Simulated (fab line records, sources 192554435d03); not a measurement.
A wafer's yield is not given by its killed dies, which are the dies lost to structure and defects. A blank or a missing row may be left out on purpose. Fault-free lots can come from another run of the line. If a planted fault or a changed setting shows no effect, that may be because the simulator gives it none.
The tool behind it: which one? | flow n5_finfet | 24 lots with 72 wafers sampled at 2 steps, on a route of 1938 steps

WHAT THE GAUGES SHOWED, per wafer
N5_BEOL_M1_OVL_MEAS_12. Usual: M1_OVL typically reads 0.3 nm, with standard deviation 0.57.
lot  | measured     | on         | M1_OVL (nm)    | flag
L074 | day 6 07:20  | overlay-01 | 0.2 0.2 0.8    |
L075 | day 6 07:59  | overlay-02 | 0.4 0.1 -0.4   |
L076 | day 6 16:27  | overlay-02 | -0.2 0.3 -0.2  |
L077 | day 6 20:09  | overlay-02 | 0.0 1.0 0.0    |
L078 | day 6 22:58  | overlay-02 | 1.1 1.3 1.1    |
L079 | day 7 15:29  | overlay-02 | 0.1 0.0 0.4    |
L080 | day 7 18:58  | overlay-01 | 1.5 1.1 1.0    |
L081 | day 7 22:04  | overlay-02 | 1.1 0.6 0.7    |
L082 | day 8 00:55  | overlay-01 | -0.6 0.0 0.0   |
L083 | day 8 07:53  | overlay-01 | -0.6 -0.2 -1.1 |
L084 | day 8 17:38  | overlay-01 | 0.1 0.0 0.5    |
L085 | day 8 21:11  | overlay-01 | -0.7 0.9 0.3   |
L086 | day 9 02:48  | overlay-01 | 1.7 0.0 1.1    |
L087 | day 9 13:19  | overlay-01 | 1.0 0.8 0.1    |
L088 | day 9 13:37  | overlay-01 | -0.6 -0.7 0.1  |
L089 | day 10 01:04 | overlay-01 | 0.8 -0.2 0.4   |
L090 | day 10 01:08 | overlay-01 | 0.2 0.8 0.5    |
L091 | day 10 09:02 | overlay-02 | 0.3 0.5 0.0    |
L092 | day 10 13:32 | overlay-02 | 0.6 0.5 0.3    |
L093 | day 10 19:13 | overlay-02 | 0.3 -0.3 0.3   |
L094 | day 11 00:02 | overlay-02 | 1.3 0.6 0.4    |
L095 | day 11 05:16 | overlay-02 | 0.2 0.1 0.8    |
L096 | day 11 16:41 | overlay-01 | 0.7 0.1 0.7    |
L097 | day 12 02:47 | overlay-01 | 1.0 0.9 -0.8   |

N5_BEOL_M1_CD_MEAS_28: target cd y 23.3 nm. Usual: 23.90 nm for cd_nm, sd 0.23.
lot  | measured     | on        | cd_nm (nm)        | flag
L074 | day 6 08:27  | cd_sem-03 | 24.15 24.33 24.09 |
L075 | day 6 09:02  | cd_sem-03 | 23.53 23.94 23.84 |
L076 | day 6 17:34  | cd_sem-01 | 23.97 23.95 24.05 |
L077 | day 6 21:02  | cd_sem-02 | 23.51 23.66 23.91 |
L078 | day 6 23:58  | cd_sem-02 | 24.43 23.70 23.75 |
L079 | day 7 16:34  | cd_sem-01 | 23.95 24.11 23.98 |
L080 | day 7 19:55  | cd_sem-01 | 23.48 23.90 23.68 |
L081 | day 7 22:55  | cd_sem-03 | 23.68 23.71 23.54 |
L082 | day 8 01:47  | cd_sem-03 | 23.90 23.40 23.54 |
L083 | day 8 08:47  | cd_sem-03 | 23.59 23.61 24.06 |
L084 | day 8 18:28  | cd_sem-01 | 24.08 23.67 24.07 |
L085 | day 8 22:28  | cd_sem-02 | 23.68 23.95 23.58 |
L086 | day 9 03:49  | cd_sem-02 | 24.08 23.48 24.10 |
L087 | day 9 14:25  | cd_sem-02 | 23.94 23.90 23.62 |
L088 | day 9 14:35  | cd_sem-03 | 24.13 24.07 23.88 |
L089 | day 10 01:59 | cd_sem-01 | 23.84 23.96 24.01 |
L090 | day 10 02:08 | cd_sem-03 | 23.85 23.79 24.18 |
L091 | day 10 10:03 | cd_sem-01 | 23.91 23.92 23.55 |
L092 | day 10 14:44 | cd_sem-01 | 24.02 24.31 24.02 |
L093 | day 10 20:02 | cd_sem-02 | 23.83 23.85 23.76 |
L094 | day 11 01:00 | cd_sem-01 | 23.72 23.63 23.36 |
L095 | day 11 06:16 | cd_sem-01 | 23.95 23.71 23.99 |
L096 | day 11 17:32 | cd_sem-02 | 23.92 23.71 24.31 |
L097 | day 12 03:58 | cd_sem-02 | 24.34 23.90 24.01 |

WHAT TOOL EACH LOT RAN ON (gives the tool, then ch and the chambers of the sampled wafers, and finally the start)
There is no process step in the record ahead of these readings.

WHAT THE TOOLS THEMSELVES READ (means of the sampled wafers that have a number; where no wafer has one, the mark that the record gives instead)
The record holds no such reading with a usual standard deviation.

THE ANSWER, worked out from the rows above alone
Rule: take the mean of a lot's wafers that have a number; if it is more than 3 standard deviations from the usual mean, the lot is off. A lot without any number at a reading at which 4 lots or more have one is off too. Any other lot the step has rows for is counted as sound. The gauges are gone through in route order, then the tools' own readings, and for those a lot's mean is taken as printed above. The first step at which some lot is off is used, and at that step the reading that is off furthest; a lot without a number counts as furthest.
No lot is off at any reading shown: from this, nothing can be told.

WHAT THE SIMULATOR PUT IN
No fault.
